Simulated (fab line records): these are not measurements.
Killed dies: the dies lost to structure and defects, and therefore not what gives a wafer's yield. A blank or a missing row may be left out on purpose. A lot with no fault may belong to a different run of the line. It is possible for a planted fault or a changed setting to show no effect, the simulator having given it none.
2 desks looking at one fault + flow n5Finfet + only its own numbers are on each desk; what lay behind them is given at the end

== METROLOGY DESK ==
Lot by lot, what the gauges showed, no matter which tool ran the lot: averages of those sampled wafers that carry a number. Any lot whose mean is over 4 standard deviations away from the usual mean is out of limits and marked OUT; that distance is given in the brackets. Of its 10 readings 7 are shown: those that lie furthest out on some lot.
Columns: A = DIBL_N at N5_BEOL_M4_RC_MEAS_101, usual 35.3 mV/V; B = DIBL_P at N5_BEOL_M4_RC_MEAS_101, usual 35.3 mV/V; C = IOFF_N at N5_BEOL_M4_RC_MEAS_101, usual 0.145 nA/um; D = ION_N at N5_BEOL_M4_RC_MEAS_101, usual 670 uA/um; E = SS_N at N5_BEOL_M4_RC_MEAS_101, usual 71.3 mV/dec; F = SS_P at N5_BEOL_M4_RC_MEAS_101, usual 73.1 mV/dec; G = VT_N at N5_BEOL_M4_RC_MEAS_101, usual 251 mV
| lot  | first seen here | A    | B    | C     | D   | E    | F    | G   |
|------|-----------------|------|------|-------|-----|------|------|-----|
| L308 | day 8 14:43     | 34.6 | 34.3 | 0.140 | 671 | 71.1 | 72.5 | 250 |
| L310 | day 9 00:02     | 35.0 | 37.2 | 0.167 | 681 | 71.2 | 74.1 | 246 |
| L312 | day 9 14:56     | 34.8 | 32.7 | 0.126 | 662 | 70.6 | 72.8 | 251 |
| L315 | day 10 06:46    | 34.5 | 34.5 | 0.143 | 680 | 70.7 | 72.8 | 248 |
| L317 | day 11 00:35    | 32.1 | 31.7 | 0.108 | 662 | 70.5 | 71.9 | 254 |
| L323 | day 12 12:25    | 35.3 | 34.8 | 0.133 | 670 | 71.3 | 73.1 | 253 |
| L324 | day 12 13:41    | 36.0 | 34.6 | 0.170 | 682 | 71.5 | 72.9 | 249 |
| L325 | day 13 03:14    | 35.8 | 35.6 | 0.136 | 656 | 71.5 | 73.2 | 255 |
| L327 | day 13 14:29    | 34.8 | 35.9 | 0.151 | 678 | 70.6 | 73.1 | 249 |
| L331 | day 13 23:03    | 35.4 | 34.9 | 0.143 | 665 | 70.9 | 72.9 | 250 |
This desk's verdict: no lot among the 10 shows anything out of limits.

== TOOL OWNER'S DESK, rieDiel-05 ==
The tool's own readings at N5_MOL_CONTACT_COAG_ETCH_110 (etches Si in CF4/O2, target depth 2.5 nm, time 8 s): means of the sampled wafers that have a number, for each lot that ran on this tool. Any lot whose mean is over 4 standard deviations away from the usual mean is out of limits and marked OUT; that distance is given in the brackets.
Columns: A = drypumpMotorCurrentA at N5_MOL_CONTACT_COAG_ETCH_110, usual 5.6 A; B = oesProductAu at N5_MOL_CONTACT_COAG_ETCH_110, usual 0.82 a.u.; C = rfVppV at N5_MOL_CONTACT_COAG_ETCH_110, usual 126.5 V; D = showerheadPlenumPTorr at N5_MOL_CONTACT_COAG_ETCH_110, usual 2.21 Torr; E = throttleValvePct at N5_MOL_CONTACT_COAG_ETCH_110, usual 10.72 %
| lot  | first seen here | A   | B    | C     | D    | E     |
|------|-----------------|-----|------|-------|------|-------|
| L308 | day 4 23:15     | 5.1 | 0.87 | 123.4 | 2.18 | 10.67 |
| L310 | day 5 05:43     | 4.9 | 0.83 | 125.2 | 2.17 | 10.60 |
| L312 | day 5 17:42     | 5.1 | 0.85 | 127.2 | 2.20 | 10.70 |
| L315 | day 6 12:14     | 6.0 | 0.61 | 126.9 | 2.21 | 10.81 |
| L317 | day 6 20:37     | 5.9 | 0.84 | 123.2 | 2.18 | 10.80 |
| L325 | day 9 00:55     | 5.7 | 0.80 | 126.6 | 2.18 | 10.79 |
| L327 | day 9 17:29     | 5.6 | 0.80 | 123.9 | 2.16 | 10.79 |
| L331 | day 10 12:07    | 5.3 | 0.78 | 123.3 | 2.16 | 10.78 |
This desk's verdict: no lot among the 8 shows anything out of limits.

== PUT TOGETHER ==
At the metrology desk, nothing out of limits was observed.
The desk of the tool owner found nothing out of limits.

== WHAT THE SIMULATOR HAD INSERTED ==
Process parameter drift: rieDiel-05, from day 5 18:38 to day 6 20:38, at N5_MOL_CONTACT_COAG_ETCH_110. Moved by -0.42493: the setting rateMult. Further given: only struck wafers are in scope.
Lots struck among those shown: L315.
